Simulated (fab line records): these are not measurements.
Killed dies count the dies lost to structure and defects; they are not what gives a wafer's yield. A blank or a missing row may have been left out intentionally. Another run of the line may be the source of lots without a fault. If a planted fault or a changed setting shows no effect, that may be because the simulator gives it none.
fab line records    flow nand_harc
record lots=5  wafers=15  last_day=33
route steps=1302 shown P_GATE@185 END@1302
lots that met no fault: taken from a fault-free run of the same line
start_h: hours from the record's opening day to when the first of the lot's shown wafers began    wait_h: hours elapsed since this lot's preceding step    " unchanged from the row above    L1.1+2: several wafers, shown together as one row    - value missing, or start not given    * or withheld: withheld    < > ~ a bound
route shown NAME@n: a module of which the file shows steps, and the number in the route of the first    usual: mean/standard deviation of fault-free wafers    same: alike in all rows    chamber/n: place in a boat    sites: each site's reading    _std_site: the standard deviation of these    _edge_site: the outer-site mean with the inner-site mean subtracted    radius_mm: for every site, how far away it sits from the centre of the wafer    mask NAME#n: copy n    behind: the most recent tool/chamber to have shaped the wafer    hold: the reason the lot was held/the length of the hold in hours/how it ended    device: which transistor (n, p or np) failed to switch    end of line: the tests these same wafers got at the end of their route    a step without rows: its recipe alone    killed: dies that structure and defects cost at the first sort, which is not the same as the wafer's yield    map: a wafer's dies, marking killed ones x, the rest . and places with no die _
set.NAME: the run value of the setting; set.NAME@STEP: its run value at that earlier step    model.NAME: the simulator's own value behind a step, which no gauge read
lots at some steps of the route; a table a step, a row a wafer
services: the hour from which a tool's chamber was out of use, counted from the record's first day as start_h (under 0 if before that day), plus the number of hours and why
## steps
# step NHARC_P_GATE_CD_MEAS_59
# recipe target_cd_nm=720  landing_energy_ev=500
# usual cd_nm=718.7/2.5
lot.wafer  tool       chamber  start_h  wait_h  cd_nm
L220.3     cd_sem-01  0        180.48   -       720.5
L220.4     "          0        "        "       719.0
L220.5     "          0        "        "       716.6
L223.2     cd_sem-02  0        209.00   -       722.5
L223.3     "          0        "        "       722.4
L223.4     "          0        "        "       721.5
L226.1     cd_sem-01  0        235.61   -       717.4
L226.3     "          0        "        "       716.7
L226.6     "          0        "        "       720.6
L236.3     cd_sem-01  0        336.54   -       715.6
L236.5     "          0        "        "       718.5
L236.6     "          0        "        "       716.9
L237.1     cd_sem-02  0        343.22   -       721.7
L237.3     "          0        "        "       722.1
L237.5     "          0        "        "       721.1
# step NHARC_P_GATE_HARDBAKE_60
# recipe temp_c=125  time_s=80
# step NHARC_P_GATE_DESCUM_61
# recipe time_s=3  o2_flow_sccm=200  ar_flow_sccm=0  bias_power_w=0  chemistry=O2
# usual drypump_motor_current_A=5.9/0.58  o2_flow_sccm=200.0/0.54  oes_product_au=1.000/0.01  rf_vpp_V=57.9/0.84  showerhead_plenum_p_Torr=1.92/0.052  throttle_valve_pct=11.310/0.0089
lot.wafer  tool         chamber  start_h  wait_h  drypump_motor_current_A  o2_flow_sccm  oes_product_au  rf_hours_counter_h  rf_vpp_V  showerhead_plenum_p_Torr  throttle_valve_pct
L220.3     rie_diel-03  2        180.64   -       5.2                      200.1         0.989           3.1                 58.2      1.90                      11.313
L220.4     "            0        "        "       6.8                      200.2         0.996           4.8                 57.6      1.94                      11.326
L220.5     "            2        "        "       5.2                      199.0         0.996           -                   57.6      1.90                      11.313
L223.2     rie_diel-05  0        209.16   -       5.0                      199.1         0.985           8.7                 58.1      2.00                      11.312
L223.4     "            2        "        "       6.5                      200.0         1.016           8.9                 57.5      1.99                      11.309
L223.3     "            3        "        "       6.3                      199.2         1.008           8.1                 56.1      1.83                      11.314
L226.3     rie_diel-02  1        235.77   -       5.7                      199.7         1.005           1.1                 56.7      1.96                      11.290
L226.1     "            0        "        "       5.3                      199.8         1.008           1.6                 59.3      1.95                      11.318
L226.6     "            2        "        "       6.5                      200.1         0.986           -                   59.0      1.90                      11.314
L236.3     rie_diel-05  1        336.72   -       5.1                      200.5         0.999           5.9                 57.9      1.95                      11.302
L236.5     "            3        "        "       6.2                      200.8         1.006           -                   57.6      1.83                      11.301
L236.6     "            0        "        "       5.0                      200.6         0.987           -                   58.6      2.00                      11.317
L237.1     rie_diel-03  0        343.41   -       6.8                      200.6         0.996           3.6                 57.7      1.94                      11.310
L237.3     "            2        "        "       5.2                      200.7         0.992           4.6                 57.9      1.90                      11.300
L237.5     "            0        "        "       6.8                      200.4         0.997           -                   57.0      1.94                      11.320
# step NHARC_P_GATE_IMPLANT_62
# recipe energy_kev=20  dose_cm2=3e+15  tilt_deg=7
# step NHARC_P_GATE_STRIP_112
# recipe power_w=1500  temp_c=110  time_s=200  chemistry=N2/H2
# usual drypump_motor_current_A=5.8/0.52  heater_power_w=92/3.1
lot.wafer  tool             chamber  start_h  wait_h  drypump_motor_current_A  heater_power_w  rf_hours_counter_h
L220.3     plasma_asher-01  0        181.09   0.2     5.5                      97              -
L220.4     "                1        "        "       6.2                      92              -
L220.5     "                1        "        "       6.2                      91              -
L223.2     plasma_asher-01  0        209.58   0.2     5.5                      93              9
L223.4     "                1        "        "       6.2                      92              -
L223.3     "                0        "        "       5.5                      97              -
L226.1     plasma_asher-01  1        236.18   0.2     6.2                      91              14
L226.3     "                1        "        "       6.2                      93              -
L226.6     "                0        "        "       5.5                      95              -
L236.3     plasma_asher-02  0        337.15   0.2     4.8                      91              -
L236.5     "                0        "        "       4.8                      90              -
L236.6     "                1        "        "       6.4                      86              -
L237.1     plasma_asher-02  1        343.81   0.2     6.3                      86              15
L237.3     "                0        "        "       4.9                      88              -
L237.5     "                1        "        "       6.4                      87              -
# step NHARC_P_GATE_STRIP_76
# recipe power_w=1500  temp_c=250  chemistry=O2
# usual drypump_motor_current_A=5.8/0.52  heater_power_w=344/11
lot.wafer  tool             chamber  start_h  wait_h  drypump_motor_current_A  heater_power_w  rf_hours_counter_h
L220.3     plasma_asher-01  0        181.28   0.2     5.5                      359             -
L220.4     "                1        "        "       6.2                      355             -
L220.5     "                1        "        "       6.2                      349             -
L223.2     plasma_asher-01  0        209.81   0.2     5.5                      349             10
L223.4     "                1        "        "       6.2                      331             -
L223.3     "                0        "        "       5.5                      355             -
L226.1     plasma_asher-01  1        236.41   0.2     6.2                      346             14
L226.3     "                1        "        "       6.2                      349             -
L226.6     "                0        "        "       5.5                      352             -
L236.3     plasma_asher-02  0        337.35   0.2     4.8                      329             -
L236.5     "                0        "        "       4.8                      338             -
L236.6     "                1        "        "       6.3                      329             -
L237.1     plasma_asher-02  1        344.03   0.2     6.4                      323             15
L237.3     "                0        "        "       4.8                      338             -
L237.5     "                1        "        "       6.4                      329             -
# step NHARC_P_GATE_STRIP_63
# recipe time_s=900  temp_c=130  chemistry=SPM
# step NHARC_P_GATE_DEHYDRATE_83
# recipe temp_c=150  time_s=120
# step NHARC_P_GATE_HMDS_84
# recipe time_s=30
# step NHARC_P_GATE_COAT_85
# recipe spin_rpm=3000
# step NHARC_P_GATE_SOFTBAKE_86
# recipe temp_c=122  time_s=95
# step NHARC_P_GATE_EBR_87
# step NHARC_P_GATE_EXPOSE_88
# recipe na=0.6  target_cd_nm=2000  dose_mj=11.87  mask_id=P_HVN
# usual exposure_dose_mJ_cm2=11.868/0.012
lot.wafer  tool            chamber  start_h  wait_h  mask        exposure_dose_mJ_cm2
L220.3     krf_scanner-01  0        182.03   -       P_HVN#0     11.870
L220.4     "               0        "        "       P_HVN#0     11.871
L220.5     "               0        "        "       P_HVN#0     11.887
L223.2     krf_scanner-02  0        210.57   -       P_HVN#0     11.864
L223.3     "               0        "        "       P_HVN#0     11.864
L223.4     "               0        "        "       P_HVN#0     11.874
L226.1     krf_scanner-01  0        237.16   -       P_HVN_R1#0  11.881
L226.3     "               0        "        "       P_HVN_R1#0  11.858
L226.6     "               0        "        "       P_HVN_R1#0  11.877
L236.3     krf_scanner-04  0        338.10   -       P_HVN#0     11.843
L236.5     "               0        "        "       P_HVN#0     11.845
L236.6     "               0        "        "       P_HVN#0     11.841
L237.1     krf_scanner-04  0        344.68   -       P_HVN#0     11.870
L237.3     "               0        "        "       P_HVN#0     11.873
L237.5     "               0        "        "       P_HVN#0     11.855
# step NHARC_P_GATE_PEB_89
# recipe peb_temp_c=118  peb_time_s=85
# step NHARC_P_GATE_DEVELOP_90
# recipe time_s=70
# step NHARC_P_GATE_CD_MEAS_91
# recipe target_cd_nm=2000  landing_energy_ev=500
# usual cd_nm=2000.1/2.2
lot.wafer  tool       chamber  start_h  wait_h  cd_nm
L220.3     cd_sem-03  0        182.18   -       1999.6
L220.4     "          0        "        "       1997.8
L220.5     "          0        "        "       1999.2
L223.2     cd_sem-02  0        210.72   -       2004.2
L223.3     "          0        "        "       2002.6
L223.4     "          0        "        "       2001.3
L226.1     cd_sem-01  0        237.32   -       1957.6
L226.3     "          0        "        "       1955.1
L226.6     "          0        "        "       1956.6
L236.3     cd_sem-02  0        338.25   -       1998.8
L236.5     "          0        "        "       1997.9
L236.6     "          0        "        "       1998.1
L237.1     cd_sem-02  0        344.83   -       1994.2
L237.3     "          0        "        "       1999.8
L237.5     "          0        "        "       1995.7
# step NHARC_P_GATE_HARDBAKE_92
# recipe temp_c=125  time_s=80
# step NHARC_P_GATE_DESCUM_93
# recipe time_s=3  o2_flow_sccm=200  ar_flow_sccm=0  bias_power_w=0  chemistry=O2
# usual drypump_motor_current_A=5.9/0.58  o2_flow_sccm=200.1/0.6  oes_product_au=1.000/0.011  rf_vpp_V=57.7/0.84  showerhead_plenum_p_Torr=1.92/0.057  throttle_valve_pct=11.311/0.0091
lot.wafer  tool         chamber  start_h  wait_h  drypump_motor_current_A  o2_flow_sccm  oes_product_au  rf_hours_counter_h  rf_vpp_V  showerhead_plenum_p_Torr  throttle_valve_pct  model.P_GATE.cd_nm
L220.3     rie_diel-03  2        182.35   -       5.2                      200.2         0.989           3.2                 57.7      1.90                      11.322              1999
L220.5     "            1        "        "       6.1                      200.3         0.990           -                   58.2      1.82                      11.306              1999
L220.4     "            3        "        "       6.4                      199.8         1.013           -                   58.1      1.89                      11.312              1998
L223.4     rie_diel-05  2        210.88   -       6.5                      199.8         1.014           8.9                 57.8      1.99                      11.329              2002
L223.2     "            0        "        "       5.0                      200.7         0.992           8.7                 57.4      2.00                      11.317              2004
L223.3     "            1        "        "       5.1                      201.3         1.009           9.5                 58.9      1.95                      11.316              2002
L226.3     rie_diel-02  1        237.49   -       5.8                      199.9         1.003           1.2                 58.4      1.96                      11.311              1955
L226.1     "            3        "        "       5.9                      200.0         0.993           2.2                 57.0      1.95                      11.317              1957
L226.6     "            0        "        "       5.3                      199.7         1.012           -                   58.9      1.95                      11.307              1956
L236.3     rie_diel-05  1        338.45   -       5.1                      199.7         0.996           5.9                 57.7      1.95                      11.307              1999
L236.6     "            2        "        "       6.5                      199.8         0.987           -                   59.0      1.99                      11.314              1999
L236.5     "            3        "        "       6.2                      199.0         0.998           -                   57.9      1.83                      11.309              1998
L237.1     rie_diel-02  2        345.01   -       6.5                      200.6         0.988           7.7                 57.7      1.90                      11.306              1994
L237.3     "            3        "        "       5.9                      199.5         0.986           7.7                 58.1      1.95                      11.320              2001
L237.5     "            2        "        "       6.5                      199.8         0.978           -                   56.5      1.90                      11.313              1996
# step NHARC_P_GATE_IMPLANT_94
# recipe energy_kev=60  dose_cm2=2e+15  tilt_deg=7
# step NHARC_END_SORT_01
# recipe temp_c=25
# usual killed_at_array=49/18  killed_at_other=0.8/1  killed_at_periphery=4.2/2.8  killed_dies=54/18  killed_open=3.0/1.7  killed_short=2.5/1.6
# same gross_dies=677
lot.wafer  tool       chamber  start_h  wait_h  killed_at_array  killed_at_other  killed_at_periphery  killed_dies  killed_open  killed_short
L223.2     prober-02  0        669.11   2.8     63               2                2                    67           3            2
L223.3     prober-02  0        669.91   3.1     90               0                0                    90           5            3
L223.4     prober-02  0        670.71   3.4     70               0                6                    76           7            0
# killed by level:class
L223.2 A_CHANNEL_HOLE_D1:chamber_film_flake=25 A_SLIT:chamber_film_flake=15 A_CONTACT:chamber_film_flake=8 A_CHANNEL_FILL_D1:chamber_film_flake=3 A_CHANNEL_HOLE_D2:chamber_film_flake=3 A_CHANNEL_FILL_D2:chamber_film_flake=3 A_STAIRCASE:chamber_film_flake=2 THIN_TSV:chamber_film_flake=2
L223.3 A_SLIT:chamber_film_flake=35 A_CHANNEL_HOLE_D1:chamber_film_flake=22 A_CHANNEL_HOLE_D2:chamber_film_flake=8 A_CONTACT:chamber_film_flake=7 A_STAIRCASE:chamber_film_flake=5 A_CHANNEL_FILL_D2:chamber_film_flake=3 A_CHANNEL_FILL_D1:geometric_particle:open=2 A_CONTACT:geometric_particle:open=2
L223.4 A_CHANNEL_HOLE_D1:chamber_film_flake=31 A_SLIT:chamber_film_flake=15 A_CHANNEL_HOLE_D2:chamber_film_flake=9 A_CONTACT:chamber_film_flake=7 A_CHANNEL_FILL_D2:chamber_film_flake=4 P_GATE:geometric_particle:open=2 P_CONTACT:geometric_particle:open=2 A_SOURCE_PLATE:geometric_particle:open=1
## services
tool             chamber  start_h  hours  kind
plasma_asher-01  -        156.69   2.2    repair
krf_scanner-02   -        156.91   6.9    repair
plasma_asher-02  -        159.37   19.0   repair
plasma_asher-01  -        165.15   9.0    pm
plasma_asher-01  0        165.15   9.0    vent_cycle
plasma_asher-01  1        165.15   9.0    vent_cycle
plasma_asher-01  0        174.15   -      clean
plasma_asher-01  1        174.15   -      clean
rie_diel-03      0        181.59   8.4    repair
krf_scanner-04   -        182.00   4.0    pm
rie_diel-05      0        182.38   3.2    repair
rie_diel-02      1        185.47   4.4    repair
krf_scanner-04   -        193.51   3.3    repair
krf_scanner-01   -        198.70   2.8    repair
krf_scanner-04   -        204.06   0.6    repair
rie_diel-02      -        216.70   9.0    pm
rie_diel-05      -        229.62   9.0    pm
krf_scanner-04   -        232.28   0.5    repair
plasma_asher-02  -        249.27   9.0    pm
rie_diel-03      0        250.38   7.5    repair
krf_scanner-02   -        272.12   4.0    pm
rie_diel-03      -        281.30   9.0    pm
krf_scanner-01   -        312.00   4.0    pm
plasma_asher-01  0        342.48   9.0    vent_cycle
## key
first_sign step=NHARC_P_GATE_EXPOSE_88  reading=mask  direction=changed
effect step=NHARC_P_GATE_CD_MEAS_91  reading=cd_nm  direction=down  sigmas=20  usual=2000.1  struck=1956.5
model_effect step=NHARC_P_GATE_DESCUM_93  value=P_GATE.cd_nm  without=1999  struck=1956
met_at NHARC_P_GATE_EXPOSE_88
struck_wafers L226.1,L226.3,L226.6
tester_left_out L226
onset_between 182.03 237.16
fault kind=wrong_mask  tool=any  chamber=-  onset_h=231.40  steps=NHARC_P_GATE_EXPOSE_88  aux_copy=P_HVN_R1#0  cd_offset_nm=-42.739  scope=struck_lots_only
# tester_left_out: of these lots the tester's yield and bins aren't shown, on N5 and GAA mostly nor the transistor test; their killed dies are dies lost to structure and defects alone, not to doping, threshold or leakage, so they don't give the yield
